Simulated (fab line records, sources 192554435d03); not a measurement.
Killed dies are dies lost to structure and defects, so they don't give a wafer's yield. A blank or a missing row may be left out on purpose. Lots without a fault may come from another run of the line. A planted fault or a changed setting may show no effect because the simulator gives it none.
Split-lot experiment | flow n5_finfet | 7 lots, 21 wafers read, on a route of 1938 steps

THE SPLIT
At N5_BEOL_M0_ETCH_109 (etches SiCN in CH3F/O2, target depth 8 nm, overetch 2.4 nm, time 27.4 s), the setting bias_w was moved away from the recipe's 75 W on 4 of the 21 wafers read, by -11.6% to +12.9%. The other wafers ran this setting at the recipe's value.

The reading is taken at the split's own step.

THE READING
rf_vpp_V, in V, at N5_BEOL_M0_ETCH_109 (etches SiCN in CH3F/O2, target depth 8 nm, overetch 2.4 nm, time 27.4 s). Fault-free wafers of this fab line usually give 296.8 V, standard deviation 2.2 V.

wafer  | tool, chamber at the split | bias_w as run, W | against the recipe | rf_vpp_V, V | against lot-mates on the recipe
L076.1 | rie_diel-05, 2             | 66.33            | -11.6%             | 273.7       | -21.6
L076.2 | rie_diel-05, 3             | 66.33            | -11.6%             | 278.2       | -17.1
L076.5 | rie_diel-05, 2             | 75               | recipe             | 295.3       | -
L078.1 | rie_diel-05, 2             | 75               | recipe             | 296.2       | -
L078.3 | rie_diel-05, 1             | 75               | recipe             | 295.5       | -
L078.6 | rie_diel-05, 1             | 75               | recipe             | 294.0       | -
L081.1 | rie_diel-04, 1             | 75               | recipe             | 296.3       | -
L081.4 | rie_diel-04, 2             | 75               | recipe             | 295.5       | -
L081.5 | rie_diel-04, 1             | 75               | recipe             | 294.2       | -
L086.1 | rie_diel-03, 3             | 75               | recipe             | 296.5       | -
L086.3 | rie_diel-03, 0             | 75               | recipe             | 301.5       | -
L086.6 | rie_diel-03, 2             | 75               | recipe             | 296.0       | -
L093.1 | rie_diel-05, 1             | 75               | recipe             | 299.8       | -
L093.5 | rie_diel-05, 0             | 75               | recipe             | 296.6       | -
L093.6 | rie_diel-05, 3             | 75               | recipe             | 299.0       | -
L094.1 | rie_diel-04, 3             | 84.69            | +12.9%             | 324.7       | +25.8
L094.2 | rie_diel-04, 2             | 84.69            | +12.9%             | 319.0       | +20.1
L094.6 | rie_diel-04, 0             | 75               | recipe             | 298.9       | -
L095.2 | rie_diel-04, 3             | 75               | recipe             | 299.3       | -
L095.3 | rie_diel-04, 2             | 75               | recipe             | 295.8       | -
L095.4 | rie_diel-04, 0             | 75               | recipe             | 297.3       | -

THE FIT
A straight line over all 21 wafers: rf_vpp_V changes by +1.88 V for each +1% of bias_w; r = +0.98; the points scatter about the line by 2.3 V.
The same after taking each lot's own level away (the mean of its wafers on the recipe; 21 wafers): +1.73 V for each +1%; r = +0.98; scatter 1.8 V.
On that fit, the largest move of bias_w shifts the reading by 22 V.
The lots' own levels span 295.23 to 298.90 V, that is 1.7 times the standard deviation above.
So the lot-to-lot level changes the slope little: the two slopes agree.
Check: with one of the wafers moved furthest among these (+12.9%) left out of the fit, the line predicts +20.9 V for it against its lot-mates. It came out at +25.8 V against them.
Tool readings at the split's step, against how far the setting was moved: rf_vpp_V r = +0.98.

OTHER SPLITS ON THESE WAFERS
These wafers also went through other splits before the reading. Each is held against what the fit with the lots' levels taken away leaves over:
other split on the same wafers       | wafers away from the commonest value | r with rf_vpp_V (lot level and that fit taken away)
N5_MOL_CONTACT_COAG_COAT_75 spin_rpm | 6                                    | -0.15
N5_BEOL_M0_SAQP_PEB_12 peb_time_s    | 6                                    | -0.01
N5_BEOL_M0_SAQP_ETCH_84 time_s       | 6                                    | -0.22

THE FILE'S OWN FIT
rf_vpp_V changes by +1.73 V for each +1% of bias_w, r = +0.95.
